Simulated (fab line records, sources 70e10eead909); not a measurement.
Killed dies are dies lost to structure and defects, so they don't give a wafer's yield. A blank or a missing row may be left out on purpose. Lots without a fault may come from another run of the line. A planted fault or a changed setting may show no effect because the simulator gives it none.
Chamber matching | flow nand_harc | NHARC_P_ZERO_WELL_DESCUM_26 on rie_diel-13: 4 sister chambers
The step chemistry O2, time 3 s. 4 wafers are shown with their chamber, then 8 later ones without.

WAFERS WITH THEIR CHAMBER
wafer  | chamber | drypump_motor_current_A (A)
L087.2 | 2       | 5.9
L087.3 | 0       | 6.2
L087.5 | 3       | 5.8
L092.1 | 1       | 5.6

WAFERS WITHOUT THEIR CHAMBER
wafer  | drypump_motor_current_A (A)
L092.2 | 5.9
L092.4 | 6.3
L093.3 | 5.8
L093.5 | 5.8
L093.6 | 6.3
L097.1 | 5.9
L097.2 | 6.3
L097.4 | 5.6

WHICH CHAMBER EACH WENT THROUGH
wafer  | from the rows above     | in truth
L092.2 | can't be placed: 2 or 3 | 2
L092.4 | 0                       | 0
L093.3 | can't be placed: 3 or 2 | 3
L093.5 | can't be placed: 3 or 2 | 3
L093.6 | 0                       | 0
L097.1 | can't be placed: 2 or 3 | 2
L097.2 | 0                       | 0
L097.4 | 1                       | 1
Placed correctly: 4 of 8. Can't be placed from these rows: 4 (the true chamber is among the candidates in 4). Placed wrongly: 0.
How it was worked out, from the rows above alone: a wafer's distance from a chamber is the root of the sum, over the readings, of the square of ((its reading less the chamber's mean) divided by the reading's scatter). The wafer belongs to the nearest chamber; if the next one is less than 2 further off, it can't be placed. A chamber's mean is the mean of its shown wafers. The scatter: with one shown wafer a chamber, the root of the mean of the squares of how far each hidden wafer lies from its nearest shown one.
